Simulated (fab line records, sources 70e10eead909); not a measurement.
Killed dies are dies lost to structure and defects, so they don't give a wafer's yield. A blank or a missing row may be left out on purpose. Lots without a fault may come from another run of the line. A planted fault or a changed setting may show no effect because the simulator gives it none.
A struck lot beside a sound one | flow nand_harc | 17 steps out of a route of 1302
Sound: wafers L494.1, L494.3, L494.4. Struck: wafers L503.1, L503.4, L503.5. The cause comes at the end.
At each step with rows: each side's tool, then ch and its chambers, then its first start. Under that, the readings that differ: sound wafers | struck wafers | difference of the means | sigmas: that difference in standard deviations of wafers without a fault.
alike: readings whose means differ by less than 2 such deviations, and words and numbers that are the same on both sides. not compared: withheld readings, readings that some wafer has no value for, bounds like >300 that may hide the same value, and numbers for which the record gives no deviation and whose values overlap.
The two part at a step that has a row with sigmas, a row that says differs or no value, or rows on one side only. Numbers that don't overlap but have no deviation are shown without sigmas and don't part them. A reading that every wafer of one side lacks parts them only if that side has two wafers or more.

NHARC_P_ZERO_WELL_CD_MEAS_24: target cd 720 nm.
  sound on cd_sem-02 ch 0, day 2 18:35; struck on cd_sem-01 ch 0, day 6 12:27
  alike: cd_nm
then, 1 step without rows for these wafers: NHARC_P_ZERO_WELL_HARDBAKE_25 (time 80 s).
NHARC_P_ZERO_WELL_DESCUM_26: chemistry O2, time 3 s.
  sound on rie_diel-07 ch 1,2,3, day 2 18:45; struck on rie_diel-01 ch 0,1,2, day 6 12:38
  alike: drypump_motor_current_A, oes_product_au, rf_vpp_V, showerhead_plenum_p_Torr, throttle_valve_pct
  not compared: rf_hours_counter_h
then, 9 steps without rows for these wafers: NHARC_P_ZERO_WELL_IMPLANT_27; NHARC_P_ZERO_WELL_IMPLANT_57; NHARC_P_ZERO_WELL_IMPLANT_58; NHARC_P_ZERO_WELL_STRIP_28 (strips in SPM, time 840 s); NHARC_P_ZERO_WELL_DEHYDRATE_29 (time 120 s); NHARC_P_ZERO_WELL_HMDS_30 (time 30 s); NHARC_P_ZERO_WELL_COAT_31; NHARC_P_ZERO_WELL_SOFTBAKE_32 (time 95 s); NHARC_P_ZERO_WELL_EBR_33.
NHARC_P_ZERO_WELL_EXPOSE_34: exposes mask P PWELL, target cd 720 nm.
  sound on krf_scanner-03 ch 0, day 2 20:04; struck on krf_scanner-04 ch 0, day 6 13:56
  reading | sound                         | struck                                 | difference | sigmas
  mask    | P_PWELL#0 P_PWELL#0 P_PWELL#0 | P_PWELL_R1#0 P_PWELL_R1#0 P_PWELL_R1#0 | differs    |
then, 2 steps without rows for these wafers: NHARC_P_ZERO_WELL_PEB_35 (peb time 85 s); NHARC_P_ZERO_WELL_DEVELOP_36 (time 70 s).
NHARC_P_ZERO_WELL_CD_MEAS_37: target cd 720 nm.
  sound on cd_sem-02 ch 0, day 2 20:13; struck on cd_sem-02 ch 0, day 6 14:05
  reading    | sound             | struck            | difference | sigmas
  cd_nm (nm) | 722.2 720.4 721.1 | 759.3 757.8 758.5 | +37.3      | +21
then, 1 step without rows for these wafers: NHARC_P_ZERO_WELL_HARDBAKE_38 (time 80 s).

WHERE THEY PART
First at NHARC_P_ZERO_WELL_EXPOSE_34; last, within this record, at NHARC_P_ZERO_WELL_CD_MEAS_37.

WHY: what the simulator had put in
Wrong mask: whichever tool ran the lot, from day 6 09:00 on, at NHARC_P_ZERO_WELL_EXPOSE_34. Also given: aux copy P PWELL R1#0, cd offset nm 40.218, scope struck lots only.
